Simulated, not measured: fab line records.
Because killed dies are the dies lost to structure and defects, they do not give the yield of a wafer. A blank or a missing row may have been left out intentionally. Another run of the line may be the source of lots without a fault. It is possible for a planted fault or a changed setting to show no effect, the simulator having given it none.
fab line records	flow nand_harc
record: lots: 6	wafers: 18	last_day: 34
route steps=1302 shown A_STAIRCASE@879 A_SGD_CUT@890
lots that met no fault: taken from a fault-free run of the same line
start_h: hours from the record's first day to the start of the lot's first wafer shown	wait_h: time in hours since the lot's previous step	" as in the row above	L1.1+2: one row covering several wafers at once	- value missing, or start not given	* or withheld: withheld	< > ~ a bound
route shown NAME@n: NAME is a module with steps in the file, n the number in the route of the first one	usual: mean/standard deviation taken from wafers without a fault	same: alike in all rows	chamber/n: place in a boat	sites: each site's reading	_std_site: standard deviation of those values	_edge_site: outer sites' mean less inner sites'	radius_mm: for every site, how far away it sits from the centre of the wafer	mask NAME#n: copy n	behind: tool/chamber where the wafer was last shaped	hold: why the lot went on hold/how many hours it stayed there/how the hold came to an end	device: transistor that didn't switch, given as n, p or np	end of line: the route-end tests of the same wafers	where a step has no rows: the recipe by itself	killed: not the wafer's yield, but the dies lost to structure and defects at the first sort	map: a wafer's dies, x killed, . not, _ none there
set.NAME: the setting as run; set.NAME@STEP: as run at that earlier step	model.NAME: the simulator's own value behind a step, which no gauge read
a table for each step, a row for each wafer; lots at some steps of the route
services: when a tool's chamber went out of use (start_h, in hours from the record's first day, below 0 if earlier), for how many hours, and the reason
== steps ==
step: NHARC_A_STAIRCASE_SRD_154
step: NHARC_A_STAIRCASE_ETCH_403
recipe: target_depth_a: 1082	chemistry: dHF	material: SiO2
step: NHARC_A_STAIRCASE_ETCHBACK_422
recipe: target_depth_a: 400	over_etch_frac: 0.3	time_s: 74.286	ion_energy_ev: 120	ch3f_flow_sccm: 50	o2_flow_sccm: 30	ar_flow_sccm: 200	rf_w: 500	bias_w: 100	chemistry: CH3F/O2
usual: bias_w: 99.98/0.29	drypump_motor_current_A: 5.5/0.42	oes_product_au: 0.98/0.032	rf_vpp_V: 244.2/1.8	showerhead_plenum_p_Torr: 2.46/0.11	throttle_valve_pct: 20.663/0.0086
same: time_s: 74.286
lot.wafer	tool	chamber	start_h	wait_h	bias_w	drypump_motor_current_A	oes_product_au	rf_hours_counter_h	rf_vpp_V	showerhead_plenum_p_Torr	throttle_valve_pct
L670.3	rie_diel-11	2	555.42	0.2	99.92	5.3	0.99	35	243.3	2.35	20.656
L670.6	"	3	"	"	99.89	5.9	1.01	-	241.9	2.33	20.649
L670.5	"	1	"	"	99.75	5.6	1.01	-	241.0	2.27	20.660
L672.3	rie_diel-03	1	556.10	0.1	99.71	5.8	1.00	36	246.3	2.65	20.681
L672.2	"	0	"	"	100.34	6.1	0.98	34	244.9	2.45	20.674
L672.5	"	2	"	"	100.39	5.5	1.00	-	244.1	2.43	20.667
L673.1	rie_diel-02	0	589.90	0.2	100.09	5.2	0.99	5	244.4	2.46	20.663
L673.2	"	1	"	"	99.87	6.2	0.98	4	245.5	2.61	20.657
L673.3	"	2	"	"	99.66	4.9	1.00	6	242.6	2.43	20.655
L680.2	rie_diel-11	1	655.77	0.1	99.58	5.6	1.00	17	247.5	2.65	20.666
L680.4	"	0	"	"	99.05	6.4	1.01	14	242.1	2.38	20.666
L680.5	"	2	"	"	99.59	5.3	1.00	-	241.7	2.33	20.672
L681.1	rie_diel-02	3	655.92	0.2	100.16	5.2	1.00	36	240.9	2.36	20.650
L681.3	"	1	"	"	100.72	6.2	0.97	36	246.1	2.60	20.671
L681.6	"	1	"	"	99.83	6.2	0.97	-	246.8	2.60	20.670
L682.2	rie_diel-03	3	676.54	0.2	99.69	5.1	0.95	11	244.0	2.39	20.663
L682.5	"	0	"	"	99.91	6.1	0.93	-	243.7	2.44	20.667
L682.6	"	1	"	"	99.92	5.8	0.94	-	248.8	2.64	20.658
step: NHARC_A_STAIRCASE_ETCH_423
recipe: target_depth_a: 300	chemistry: dHF	material: SiO2
step: NHARC_A_STAIRCASE_ETCHBACK_157
recipe: target_depth_a: 900	over_etch_frac: 0.3	time_s: 167.14	ion_energy_ev: 120	ch3f_flow_sccm: 50	o2_flow_sccm: 30	ar_flow_sccm: 200	rf_w: 500	bias_w: 100	chemistry: CH3F/O2
usual: bias_w: 100.0/0.35	drypump_motor_current_A: 5.5/0.41	oes_product_au: 0.98/0.032	rf_vpp_V: 243.9/1.7	showerhead_plenum_p_Torr: 2.43/0.1	throttle_valve_pct: 20.663/0.0089
same: time_s: 167.14
lot.wafer	tool	chamber	start_h	wait_h	bias_w	drypump_motor_current_A	oes_product_au	rf_hours_counter_h	rf_vpp_V	showerhead_plenum_p_Torr	throttle_valve_pct
L670.3	rie_diel-11	1	555.76	0.1	100.4	5.6	1.00	42	242.4	2.27	20.654
L670.5	"	1	"	"	99.9	5.6	1.00	-	240.4	2.27	20.661
L670.6	"	2	"	"	100.4	5.3	1.01	-	242.6	2.35	20.659
L672.2	rie_diel-11	3	556.45	0.2	100.1	5.9	0.92	38	243.2	2.33	20.685
L672.3	"	1	"	"	100.0	5.6	0.93	42	239.8	2.27	20.676
L672.5	"	1	"	"	100.1	5.6	0.93	-	242.3	2.27	20.669
L673.1	rie_diel-02	2	590.30	0.2	99.5	5.0	1.00	6	243.4	2.43	20.666
L673.3	"	3	"	"	99.7	5.2	1.00	6	243.0	2.37	20.667
L673.2	"	1	"	"	100.0	6.2	0.99	4	246.1	2.61	20.675
L680.4	rie_diel-03	3	656.19	0.2	99.9	5.1	0.99	6	242.8	2.39	20.653
L680.2	"	2	"	"	100.2	5.5	0.98	6	245.4	2.43	20.666
L680.5	"	3	"	"	100.0	5.1	0.99	-	243.9	2.39	20.658
L681.1	rie_diel-02	2	656.29	0.1	99.3	5.0	1.00	35	244.0	2.41	20.661
L681.3	"	3	"	"	100.3	5.2	1.00	36	243.7	2.36	20.668
L681.6	"	3	"	"	99.6	5.2	1.00	-	241.5	2.36	20.638
L682.2	rie_diel-02	1	676.88	0.2	100.4	6.2	0.91	39	246.2	2.60	20.654
L682.6	"	0	"	"	100.2	5.2	0.93	-	244.0	2.44	20.659
L682.5	"	1	"	"	100.2	6.2	0.92	-	247.0	2.60	20.676
step: NHARC_A_STAIRCASE_STRIP_475
recipe: time_s: 20	o2_flow_sccm: 500	ar_flow_sccm: 0	bias_w: 0	chemistry: O2
usual: drypump_motor_current_A: 5.6/0.42	oes_product_au: 0.998/0.011	rf_vpp_V: 57.7/0.88	showerhead_plenum_p_Torr: 3.49/0.15	throttle_valve_pct: 17.037/0.009
same: bias_w: 0	time_s: 20
lot.wafer	tool	chamber	start_h	wait_h	drypump_motor_current_A	oes_product_au	rf_hours_counter_h	rf_vpp_V	showerhead_plenum_p_Torr	throttle_valve_pct
L670.3	rie_diel-11	3	556.00	0.2	5.8	1.009	38	56.4	3.34	17.055
L670.6	"	2	"	"	5.3	1.011	-	57.0	3.37	17.050
L670.5	"	3	"	"	5.9	1.014	-	57.0	3.34	17.039
L672.2	rie_diel-11	1	556.68	0.2	5.6	1.009	42	55.9	3.27	17.040
L672.3	"	2	"	"	5.3	1.019	35	56.9	3.37	17.036
L672.5	"	2	"	"	5.3	1.011	-	55.9	3.37	17.044
L673.3	rie_diel-02	2	-	-	5.0	1.001	6	60.0	3.48	17.020
L673.1	"	3	"	"	5.2	1.001	7	58.9	3.41	17.042
L673.2	"	0	"	"	5.2	1.008	5	57.4	3.53	17.049
L680.4	rie_diel-03	3	-	-	5.1	1.004	6	59.1	3.43	17.046
L680.2	"	1	"	"	5.8	0.985	5	58.0	3.78	17.049
L680.5	"	3	"	"	5.1	0.994	-	56.7	3.43	17.048
L681.3	rie_diel-02	2	656.52	0.2	5.0	1.000	35	58.8	3.47	17.045
L681.1	"	3	"	"	5.2	1.008	36	58.3	3.39	17.039
L681.6	"	3	"	"	5.2	1.007	-	56.4	3.39	17.032
L682.2	rie_diel-02	2	-	-	5.0	1.020	40	57.5	3.46	17.021
L682.6	"	0	"	"	5.3	0.997	-	56.4	3.51	17.033
L682.5	"	1	"	"	6.2	0.998	-	57.6	3.72	17.033
step: NHARC_A_STAIRCASE_DEP_471
recipe: target_thk_a: 1000	temp_c: 400	pressure_torr: 6.5	rf_w: 900	teos_flow_sccm: 161.4	flow_sccm: 2650	target_thk_nm: 100	gas: O2	material: SiO2
usual: chamber_pressure_Torr: 6.499/0.016	heater_power_outer_w: 321/95	heater_power_w: 589/140	throttle_valve_pct: 15.8/0.5
lot.wafer	tool	chamber	start_h	wait_h	chamber_pressure_Torr	heater_power_outer_w	heater_power_w	throttle_valve_pct
L670.3	pecvd-01	0	556.12	-	6.524	237	474	15.0
L670.5	"	2	"	"	6.507	190	428	15.6
L670.6	"	1	"	"	6.473	452	819	16.8
L672.3	pecvd-01	2	557.12	-	6.527	271	522	15.4
L672.2	"	0	"	"	6.516	259	506	14.8
L672.5	"	2	"	"	6.503	264	520	15.7
L673.2	pecvd-04	1	590.58	-	6.490	316	567	15.5
L673.1	"	2	"	"	6.480	347	611	14.8
L673.3	"	0	"	"	6.525	519	790	16.2
L680.2	pecvd-04	1	656.48	-	6.478	281	500	16.3
L680.4	"	2	"	"	6.517	349	597	15.8
L680.5	"	0	"	"	6.520	503	757	16.4
L681.3	pecvd-01	0	656.65	-	6.496	239	482	15.3
L681.1	"	1	"	"	6.485	444	816	16.7
L681.6	"	0	"	"	6.478	244	479	15.3
L682.2	pecvd-03	0	677.20	-	6.485	330	648	16.1
L682.6	"	1	"	"	6.480	431	715	15.8
L682.5	"	2	"	"	6.490	283	486	15.8
step: NHARC_A_STAIRCASE_CMP_472
recipe: material: SiO2
usual: edge_zone_pressure_frac: 1.000/0.0046	motor_current_A: 11.7/0.96
lot.wafer	tool	chamber	start_h	wait_h	edge_zone_pressure_frac	motor_current_A
L670.3	cmp-04	1	556.42	0.3	1.001	13.4
L670.6	"	3	"	"	1.001	12.0
L670.5	"	0	"	"	0.995	12.5
L672.2	cmp-02	1	557.39	0.2	1.002	10.4
L672.3	"	3	"	"	0.993	11.5
L672.5	"	1	"	"	1.002	10.3
L673.1	cmp-01	3	590.88	0.2	1.002	11.8
L673.2	"	0	"	"	0.993	11.9
L673.3	"	1	"	"	0.996	10.4
L680.2	cmp-04	1	656.75	0.2	0.994	12.6
L680.4	"	0	"	"	1.010	11.3
L680.5	"	1	"	"	1.001	13.3
L681.3	cmp-02	0	656.89	0.2	1.008	12.4
L681.1	"	1	"	"	0.999	10.8
L681.6	"	1	"	"	0.998	10.5
L682.2	cmp-04	3	677.47	0.2	0.998	12.4
L682.5	"	1	"	"	0.998	13.1
L682.6	"	2	"	"	0.999	13.8
step: NHARC_A_STAIRCASE_SRD_474
step: NHARC_A_STAIRCASE_INSPECT_155
usual: raw_defect_count: 437/120
lot.wafer	tool	chamber	start_h	wait_h	raw_defect_count
L670.3	defect_inspect-01	-	556.71	0.1	481
L670.5	"	-	"	"	422
L670.6	"	-	"	"	387
L672.2	defect_inspect-01	-	557.71	0.1	305
L672.3	"	-	"	"	223
L672.5	"	-	"	"	326
L673.1	defect_inspect-02	-	591.19	0.1	288
L673.2	"	-	"	"	579
L673.3	"	-	"	"	367
L680.2	defect_inspect-02	-	657.09	0.1	551
L680.4	"	-	"	"	375
L680.5	"	-	"	"	445
L681.1	defect_inspect-02	-	657.23	0.1	310
L681.3	"	-	"	"	320
L681.6	"	-	"	"	503
L682.2	defect_inspect-02	-	677.76	0.1	454
L682.5	"	-	"	"	383
L682.6	"	-	"	"	436
step: NHARC_A_SGD_CUT_DEP_00
recipe: target_thk_a: 500	temp_c: 400	target_thk_nm: 50	flow_sccm: 200	rf_w: 450	material: SiNx
usual: heater_power_outer_w: 429/72	heater_power_w: 731/120
lot.wafer	tool	chamber	start_h	wait_h	heater_power_outer_w	heater_power_w
L670.3	pecvd-02	1	556.86	0.2	368	637
L670.6	"	0	"	"	353	632
L670.5	"	2	"	"	396	672
L672.2	pecvd-02	1	557.81	0.1	-	-
L672.3	"	2	"	"	-	-
L672.5	"	0	"	"	-	-
L673.3	pecvd-01	1	591.26	0.1	-	-
L673.2	"	2	"	"	-	-
L673.1	"	0	"	"	-	-
L680.2	pecvd-02	2	657.21	0.1	432	687
L680.5	"	0	"	"	500	828
L680.4	"	2	"	"	448	718
L681.1	pecvd-03	1	657.30	0.1	542	894
L681.3	"	0	"	"	453	786
L681.6	"	1	"	"	544	868
L682.2	pecvd-02	2	677.82	0.1	425	693
L682.6	"	2	"	"	440	700
L682.5	"	1	"	"	364	607
step: NHARC_A_SGD_CUT_DEHYDRATE_01
recipe: temp_c: 150	time_s: 120
== services ==
tool	chamber	start_h	hours	kind
pecvd-03	-	547.18	13.0	pm
rie_diel-03	3	547.96	7.7	repair
cmp-02	-	559.12	0.7	repair
rie_diel-11	3	571.25	4.8	repair
rie_diel-02	-	571.39	9.0	pm
rie_diel-11	3	579.37	5.2	repair
pecvd-02	-	589.23	13.0	pm
pecvd-04	-	595.57	1.0	repair
pecvd-03	-	599.55	1.0	repair
cmp-04	-	604.00	4.0	pm
rie_diel-03	1	604.28	7.1	repair
rie_diel-11	-	609.53	9.0	pm
pecvd-03	-	614.07	0.6	repair
cmp-02	-	624.56	4.0	pm
pecvd-04	2	628.67	11.9	repair
cmp-02	-	629.80	4.5	repair
pecvd-04	-	631.49	13.0	pm
cmp-04	-	632.85	1.8	repair
rie_diel-03	-	636.16	9.0	pm
pecvd-01	-	652.24	1.1	repair
rie_diel-02	0	653.45	3.2	repair
rie_diel-02	1	667.45	4.3	repair
rie_diel-11	3	672.42	6.2	repair
pecvd-01	-	673.14	13.0	pm
== key ==
first_sign: step: NHARC_A_SGD_CUT_DEP_00	reading: tool_record	direction: missing
effect none on later readings
met_at NHARC_A_SGD_CUT_DEP_00
struck_wafers L672.2,L672.3,L672.5,L673.1,L673.2,L673.3
later_rows_left_out L672.2,L672.3,L672.5,L673.1,L673.2,L673.3
sort_left_out L672.2,L672.3,L672.5,L673.1,L673.2,L673.3
tester_left_out L672,L673
onset_between 556.86 557.81
fault: kind: skipped_step_whole	tool: pecvd-01,pecvd-02	chamber: -	onset_h: 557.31	steps: NHARC_A_SGD_CUT_DEP_00	scope: struck_lots_only
tester_left_out: of these lots the tester's yield and bins aren't shown, on N5 and GAA mostly nor the transistor test; their killed dies are dies lost to structure and defects alone, not to doping, threshold or leakage, so they don't give the yield
sort_left_out: the simulated sort isn't trusted on such a fault, so these wafers' sort isn't shown, and their yield isn't known
later_rows_left_out: the simulator's readings of these wafers behind a module that went badly wrong aren't trusted and aren't shown, but for the sort
